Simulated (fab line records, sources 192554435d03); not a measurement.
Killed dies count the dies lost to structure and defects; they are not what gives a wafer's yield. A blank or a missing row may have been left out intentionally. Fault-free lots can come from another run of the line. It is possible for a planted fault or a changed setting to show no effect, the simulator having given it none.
A lot that was struck, set against a sound lot -- flow n5 finfet -- 36 out of 1938 route steps
Sound: these wafers, L801.2, L801.4, L801.5. Wafers struck: L803.4, L803.6. Last of all comes the cause.
Per side, at each step with rows, come the tool, then ch with its chambers, and then its first start. Under that, the readings that differ: sound wafers -- struck wafers -- difference of the means -- sigmas: that difference in standard deviations of wafers without a fault.
alike: a reading whose means differ by less than 2 such deviations, as well as words and numbers matching on both sides. not compared: withheld readings; readings where some wafer has no value; bounds like >300 that might hide an equal value; numbers whose values overlap and for which the record gives no deviation.
Wherever a step has rows on one side only, a row that says differs or no value, or a row with sigmas, the two part there. Numbers that have no deviation but don't overlap get no sigmas and don't part them. A reading that every wafer of one side lacks parts them only if that side has two wafers or more.

first, 9 steps without rows for these wafers: N5_BEOL_M4_ANNEAL_95 (time 240 s); N5_BEOL_M4_SPUTTER_96 (material Cu, target thk 4.5 nm, time 8.29 s); N5_BEOL_M4_ECD_50 (material Cu, target thk 300 nm); N5_BEOL_M4_ANNEAL_51 (time 90 s); N5_BEOL_M4_CMP_52 (polishes, stops on SiOC, t overpolish 6.8 s, target thk 40 nm); N5_BEOL_M4_PRE_CLEAN_60 (time 15 s); N5_BEOL_M4_CO_CAP_55 (material Co, precursor CCTBA/H2, target thk 2 nm, time 102.1 s); N5_BEOL_M4_PRE_CLEAN_56 (time 15 s); N5_BEOL_M4_DEP_57 (deposits SiCN from 3MS/NH3, target thk 8 nm, time 14 s).
N5_BEOL_M4_RC_MEAS_101:
  sound on prober-02 ch 0, day 10 17:14; struck on prober-02 ch 0, day 11 12:29
  alike: DIBL_N, DIBL_P, IOFF_N, IOFF_P, ION_N, ION_P, SS_N, SS_P, VT_N, VT_P
then, 24 steps without rows for these wafers: N5_BEOL_M5_ILD_DEP_00 (deposits SiCOH lowk from DEMS/porogen, target thk 140.64 nm, time 25.9 s); N5_BEOL_M5_CURE_79 (cures SiCOH lowk, time 240 s); N5_BEOL_M5_PECVD_70 (deposits SiO2 from TEOS/O2, target thk 16 nm, time 18 s); N5_BEOL_M5_HM_DEP_02 (deposits TiN, target thk 20 nm); N5_BEOL_M5_COAT_59 (time 60 s, resist thk 60 nm); N5_BEOL_M5_COAT_60 (time 60 s, resist thk 12 nm); N5_BEOL_M5_COAT_71 (time 60 s, resist thk 5 nm); N5_BEOL_M5_COAT_05 (resist thk 30 nm); N5_BEOL_M5_EBR_07; N5_BEOL_M5_SOFTBAKE_06 (time 60 s); N5_BEOL_M5_EXPOSE_08 (exposes mask M5, target cd 28 nm); N5_BEOL_M5_PEB_09 (peb time 60 s); N5_BEOL_M5_DEVELOP_10 (develop time 30 s); N5_BEOL_M5_DESCUM_16 (chemistry O2, time 7 s); N5_BEOL_M5_ETCH_72 (etches underlayer in N2/H2, target depth 6.5 nm, time 5.2 s); N5_BEOL_M5_ETCH_61 (etches SiARC in CF4, target depth 15.6 nm, time 26 s); N5_BEOL_M5_ETCH_62 (etches SOC in N2/H2, target depth 75 nm, overetch 15 nm, time 112.5 s); N5_BEOL_M5_STRIP_63 (strips in N2/H2); N5_BEOL_M5_STRIP_73 (strips in N2/H2); N5_BEOL_M5_STRIP_64 (strips in CF4); N5_BEOL_M5_HM_OPEN_17 (chemistry Cl2/BCl3, target TiN, target depth 20 nm, overetch 6 nm); N5_BEOL_M5_STRIP_19 (strips in O2); N5_BEOL_M5_COAT_65 (time 60 s, resist thk 60 nm); N5_BEOL_M5_COAT_66 (time 60 s, resist thk 12 nm).
-- the record jumps here: 4 days lie between the struck wafers' starts before and after (it left off in module BEOL_M5 and takes up again in module MIM_TOP, whose first step shown is number 1838 of the route) --
N5_MIM_TOP_SPUTTER_03: material TiN, target thk 35 nm, time 89.7 s.
  sound on pvd sputter-02, day 14 13:31; struck on pvd sputter-02, day 15 18:44
reading,sound,struck,difference,sigmas
model.TiN_of_MIM_TOP_SPUTTER_03.thk nm (nm),35.8 35.2 35,38 37.8,+3,
  alike: throttle valve pct
N5_PASSIVATION_PROBE_49:
  sound on prober-01, day 15 01:31; struck on prober-01, day 16 08:06
reading,sound,struck,difference,sigmas
defect limited yield (%),90.4 93.0 94.0,74.1 77.2,-16.8,-12
killed at contacts,28 16 19,9 2,-16,-2
killed at front end,36 30 14,56 51,+27,+2
killed at other,6 6 2,190 172,+176,+61
killed dies,113 83 71,306 269,+198,+12
sort n pass,1067 1097 1109,874 911,-198,-12
sort yield pct (%),90.4 93.0 94.0,74.1 77.2,-16.8,-12
  alike: killed_at_M0_to_M3, killed_at_M4_up, killed on rim, killed open, killed short, sort_bin_4_leakage, sort_bin_5_function, sort_bin_6_memory

WHERE THEY PART
Only at N5_PASSIVATION_PROBE_49, within this record.

WHY: whatever the simulator had introduced
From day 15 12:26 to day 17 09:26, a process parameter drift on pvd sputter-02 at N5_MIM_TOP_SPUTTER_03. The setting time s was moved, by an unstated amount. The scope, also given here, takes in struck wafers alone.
